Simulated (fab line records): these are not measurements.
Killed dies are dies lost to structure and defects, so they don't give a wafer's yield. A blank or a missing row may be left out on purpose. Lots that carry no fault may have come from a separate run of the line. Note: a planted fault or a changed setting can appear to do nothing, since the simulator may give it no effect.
A lot that was struck, set against a sound lot -- flow n5-finfet -- 36 out of 1938 route steps
Sound: the wafers L344.2, L344.4, L344.6. Struck: wafer L346.1 (left out: L346.4, L346.5 of the same lot, which were not struck); the cause appears at the end.
Order at every step that has rows: each side's tool, ch and its chambers, its first start. Under that, the readings that differ: sound wafers -- struck wafers -- difference of the means -- sigmas: that difference in standard deviations of wafers without a fault.
alike: readings whose means differ by less than 2 such deviations, and words and numbers that are the same on both sides. not compared: withheld readings, readings that some wafer has no value for, bounds like >300 that may hide the same value, and numbers for which the record gives no deviation and whose values overlap.
Wherever a step has rows on one side only, a row that says differs or no value, or a row with sigmas, the two part there. Non-overlapping numbers with no deviation appear without sigmas and do not part them. A reading missing from all wafers of one side parts the sides only when that side holds two or more wafers.

first, 11 steps without rows for these wafers: N5_BEOL_M9_DESCUM_33 (chemistry O2, time 7 s); N5_BEOL_M9_ETCH_76 (etches underlayer in N2/H2, target depth 6.5 nm, time 5.2 s); N5_BEOL_M9_ETCH_65 (etches SiARC in CF4, target depth 15.6 nm, time 26 s); N5_BEOL_M9_ETCH_66 (etches SOC in N2/H2, target depth 80 nm, overetch 16 nm, time 120 s); N5_BEOL_M9_STRIP_69 (strips in N2/H2); N5_BEOL_M9_STRIP_77 (strips in N2/H2); N5_BEOL_M9_VIA_ETCH_34 (etches SiCOH lowk in C4F6/O2, target depth 182.4 nm, time 68.4 s); N5_BEOL_M9_STRIP_73 (strips in C4F6/O2); N5_BEOL_M9_STRIP_36 (strips in N2/H2); N5_BEOL_M9_TRENCH_ETCH_37 (etches SiCOH lowk in C4F6/O2, target depth 151.43 nm, time 49 s); N5_BEOL_M9_ETCH_41 (etches SiCN in CH3F/O2, target depth 36.6 nm, time 70.1 s).
N5_BEOL_M9_STRIP_80: strips in N2/H2, time 10 s.
  sound on rie-diel-06 ch 0,2, day 9 17:58; struck on rie-diel-06 ch 3, day 10 12:01
reading,sound,struck,difference,sigmas
showerhead-plenum-p-Torr (Torr),2.49 2.40 2.40,2.65,+0.22,+3
  alike: drypump-motor-current-A, oes-product-au, rf-vpp-V, throttle-valve-pct
  not compared: rf-hours-counter-h
then, 23 steps without rows for these wafers: N5_BEOL_M9_HM_STRIP_39 (strips TiN in peroxide tin strip, target depth 25 nm, time 158 s); N5_BEOL_M9_SRD_40 (time 30 s); N5_BEOL_M9_PRECLEAN_42 (cleans in residue remover, time 60 s); N5_BEOL_M9_SRD_43 (time 30 s); N5_BEOL_M9_CURE_72 (cures SiCOH lowk, time 120 s); N5_BEOL_M9_DEGAS_44 (time 60 s); N5_BEOL_M9_PRE_CLEAN_45 (time 30 s); N5_BEOL_M9_ALD_74 (deposits TaN, target thk 2 nm, pulse time 2 s, purge time 3 s); N5_BEOL_M9_SURFACE_TREAT_79; N5_BEOL_M9_CVD_78 (deposits Co from CCTBA/H2, target thk 2 nm, time 138.9 s); N5_BEOL_M9_SPUTTER_48 (material Cu, target thk 12 nm, time 2 s); N5_BEOL_M9_ECD_50 (material Cu, target thk 318 nm); N5_BEOL_M9_ANNEAL_51 (time 90 s); N5_BEOL_M9_CMP_52 (polishes, stops on SiCOH lowk, t overpolish 7 s, target thk 140 nm); N5_BEOL_M9_PRE_CLEAN_55 (time 15 s); N5_BEOL_M9_DEP_56 (deposits SiCN from 3MS/NH3, target thk 15 nm, time 26.5 s); N5_BEOL_M10_ILD_DEP_00 (deposits SiCOH lowk from DEMS/porogen, target thk 308.51 nm, time 58 s); N5_BEOL_M10_CURE_71 (cures SiCOH lowk, time 240 s); N5_BEOL_M10_PECVD_70 (deposits SiO2 from TEOS/O2, target thk 20 nm, time 22.7 s); N5_BEOL_M10_HM_DEP_02 (deposits TiN, target thk 20 nm); N5_BEOL_M10_COAT_59 (time 60 s, resist thk 100 nm); N5_BEOL_M10_COAT_60 (time 60 s, resist thk 30 nm); N5_BEOL_M10_COAT_05 (resist thk 90 nm).
-- record jumps: 2 days separate the struck wafers' starts on either side; left off in module BEOL_M10, taken up again in module PASSIVATION, whose first shown step is the route's number 1936 --
N5_PASSIVATION_PROBE_49:
  sound on prober-02 at day 12 23:08; struck on prober-01 at day 12 23:40
reading,sound,struck,difference,sigmas
defect-limited-yield (%),88.4 91.6 89.5,80.2,-9.6,-6
killed_at_M4_up,19 10 19,147,+131,+24
killed-at-contacts,36 23 16,7,-18,-3
killed-dies,137 99 124,234,+114,+6
sort_bin_5_function (%),7.2 5.5 5.7,12.6,+6.5,+6
sort-n-pass,1043 1081 1056,946,-114,-6
sort-yield-pct (%),88.4 91.6 89.5,80.2,-9.6,-6
  alike: killed_at_M0_to_M3, killed-at-front-end, killed-at-other, killed-open, killed-short, sort_bin_6_memory

== WHERE THEY PART ==
Earliest at N5_BEOL_M9_STRIP_80; latest, in this record, at N5_PASSIVATION_PROBE_49.

WHY: whatever the simulator had introduced
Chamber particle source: rie-diel-06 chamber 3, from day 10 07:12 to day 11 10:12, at N5_BEOL_M9_STRIP_80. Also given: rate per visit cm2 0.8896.
